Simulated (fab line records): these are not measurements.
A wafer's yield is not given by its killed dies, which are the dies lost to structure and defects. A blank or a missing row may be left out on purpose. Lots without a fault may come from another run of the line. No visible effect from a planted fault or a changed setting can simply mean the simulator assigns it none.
What tool caused it? / flow n5_finfet / Sampling: 10 lots, 29 wafers, 3 of 1938 route steps

## WHAT THE GAUGES SHOWED, per wafer
N5_BEOL_M14_OVL_MEAS_11.
lot=L440; measured=day 13 01:49; on=overlay-01; V13_OVL (nm)=4 5 15
lot=L439; measured=day 13 06:31; on=overlay-01; V13_OVL (nm)=3 5
lot=L443; measured=day 13 07:03; on=overlay-02; V13_OVL (nm)=15 5 3
lot=L441; measured=day 13 13:46; on=overlay-01; V13_OVL (nm)=8 7 9
lot=L442; measured=day 13 21:15; on=overlay-02; V13_OVL (nm)=-5 -3 -2
lot=L448; measured=day 14 15:34; on=overlay-02; V13_OVL (nm)=43 35 43
lot=L449; measured=day 14 21:38; on=overlay-02; V13_OVL (nm)=38 48 39
lot=L454; measured=day 16 13:29; on=overlay-01; V13_OVL (nm)=9 7 -3
lot=L455; measured=day 16 20:52; on=overlay-01; V13_OVL (nm)=3 4 4
lot=L458; measured=day 17 07:44; on=overlay-02; V13_OVL (nm)=2 6 -1

## TOOL THAT RAN EACH LOT (tool first, then ch and the chambers of the sampled wafers, then the start)
lot=L440; N5_BEOL_M13_ANNEAL_48=rtp_anneal-01 ch 0, day 13 00:35; N5_BEOL_M14_EXPOSE_07=krf_scanner-02 ch 0, day 13 01:37
lot=L439; N5_BEOL_M13_ANNEAL_48=rtp_anneal-02 ch 0, day 13 05:14; N5_BEOL_M14_EXPOSE_07=krf_scanner-02 ch 0, day 13 06:19
lot=L443; N5_BEOL_M13_ANNEAL_48=rtp_anneal-02 ch 0, day 13 05:44; N5_BEOL_M14_EXPOSE_07=krf_scanner-02 ch 0, day 13 06:50
lot=L441; N5_BEOL_M13_ANNEAL_48=rtp_anneal-01 ch 0, day 13 12:29; N5_BEOL_M14_EXPOSE_07=krf_scanner-02 ch 0, day 13 13:34
lot=L442; N5_BEOL_M13_ANNEAL_48=rtp_anneal-01 ch 0, day 13 19:58; N5_BEOL_M14_EXPOSE_07=krf_scanner-02 ch 0, day 13 21:03
lot=L448; N5_BEOL_M13_ANNEAL_48=rtp_anneal-01 ch 0, day 14 14:09; N5_BEOL_M14_EXPOSE_07=krf_scanner-02 ch 0, day 14 15:22
lot=L449; N5_BEOL_M13_ANNEAL_48=rtp_anneal-02 ch 0, day 14 20:15; N5_BEOL_M14_EXPOSE_07=krf_scanner-02 ch 0, day 14 21:26
lot=L454; N5_BEOL_M13_ANNEAL_48=rtp_anneal-01 ch 0, day 16 12:02; N5_BEOL_M14_EXPOSE_07=krf_scanner-01 ch 0, day 16 13:17
lot=L455; N5_BEOL_M13_ANNEAL_48=rtp_anneal-01 ch 0, day 16 19:34; N5_BEOL_M14_EXPOSE_07=krf_scanner-01 ch 0, day 16 20:40
lot=L458; N5_BEOL_M13_ANNEAL_48=rtp_anneal-01 ch 0, day 17 06:29; N5_BEOL_M14_EXPOSE_07=krf_scanner-01 ch 0, day 17 07:32
- N5_BEOL_M13_ANNEAL_48: time 90 s.
- N5_BEOL_M14_EXPOSE_07: exposes mask V13.

## AS READ BY THE TOOLS THEMSELVES (means over the sampled wafers that have a number; for cases with no such wafer, the mark the record gives instead)
N5_BEOL_M13_ANNEAL_48.
lot=L440 tool=rtp_anneal-01 wafer_temp_C_max=225.86
lot=L439 tool=rtp_anneal-02 wafer_temp_C_max=225.91
lot=L443 tool=rtp_anneal-02 wafer_temp_C_max=226.20
lot=L441 tool=rtp_anneal-01 wafer_temp_C_max=225.60
lot=L442 tool=rtp_anneal-01 wafer_temp_C_max=225.71
lot=L448 tool=rtp_anneal-01 wafer_temp_C_max=225.94
lot=L449 tool=rtp_anneal-02 wafer_temp_C_max=225.84
lot=L454 tool=rtp_anneal-01 wafer_temp_C_max=225.92
lot=L455 tool=rtp_anneal-01 wafer_temp_C_max=226.13
lot=L458 tool=rtp_anneal-01 wafer_temp_C_max=226.00

N5_BEOL_M14_EXPOSE_07.
lot=L440; tool=krf_scanner-02; focus_offset_nm (nm)=-0.6; reticle_temp_C (C)=22.96
lot=L439; tool=krf_scanner-02; focus_offset_nm (nm)=-0.2; reticle_temp_C (C)=22.91
lot=L443; tool=krf_scanner-02; focus_offset_nm (nm)=-0.4; reticle_temp_C (C)=23.12
lot=L441; tool=krf_scanner-02; focus_offset_nm (nm)=-0.2; reticle_temp_C (C)=22.84
lot=L442; tool=krf_scanner-02; focus_offset_nm (nm)=0.2; reticle_temp_C (C)=22.96
lot=L448; tool=krf_scanner-02; focus_offset_nm (nm)=0.3; reticle_temp_C (C)=22.95
lot=L449; tool=krf_scanner-02; focus_offset_nm (nm)=-0.2; reticle_temp_C (C)=22.97
lot=L454; tool=krf_scanner-01; focus_offset_nm (nm)=0.0; reticle_temp_C (C)=22.91
lot=L455; tool=krf_scanner-01; focus_offset_nm (nm)=-0.2; reticle_temp_C (C)=22.98
lot=L458; tool=krf_scanner-01; focus_offset_nm (nm)=0.4; reticle_temp_C (C)=23.13

## THE ANSWER, worked out from the rows above alone
Rule: the usual values come from the lots themselves. Put in order of their means at a reading, lots are off if they are a third of the lots or fewer, leave a main group of 4 or more, and stand apart from it by a gap of 3 or more times the standard deviation of the main group's means; of several such gaps the widest counts. A main group whose means are all the same, to the digits that the tables above print for the reading, isn't used. A lot without any number at a reading at which 4 lots or more have one is off too. Where the step has rows for the other lots, those lots are counted as sound. First the gauges in route order, then the tools' own readings, where a lot's mean is used as printed above. At the first step where some lot is off, the reading lying furthest off is the one used; lots without a number count as furthest.
Off: L448, L449, seen at N5_BEOL_M14_OVL_MEAS_11 (V13_OVL). The main group has a mean of 4 nm with a standard deviation of 3.6.
A tool fits if, at a process step before that reading, it ran every lot that is off, and no sound lot after the first of them. Gauges at N5_BEOL_M14_OVL_MEAS_11: tried the same way as those tools. One candidate fits, namely krf_scanner-02 at N5_BEOL_M14_EXPOSE_07. A fault onset in the window from L442 (day 13 21:03, its last sound lot) to L448 (day 14 15:22, its first lot off) fits.

## WHAT THE SIMULATOR HAD PUT IN
Scanner matching overlay: krf_scanner-02, from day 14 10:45 on, at N5_BEOL_M14_EXPOSE_07. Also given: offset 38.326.
Lots struck among those shown: L448, L449. The same result came from the rule above.
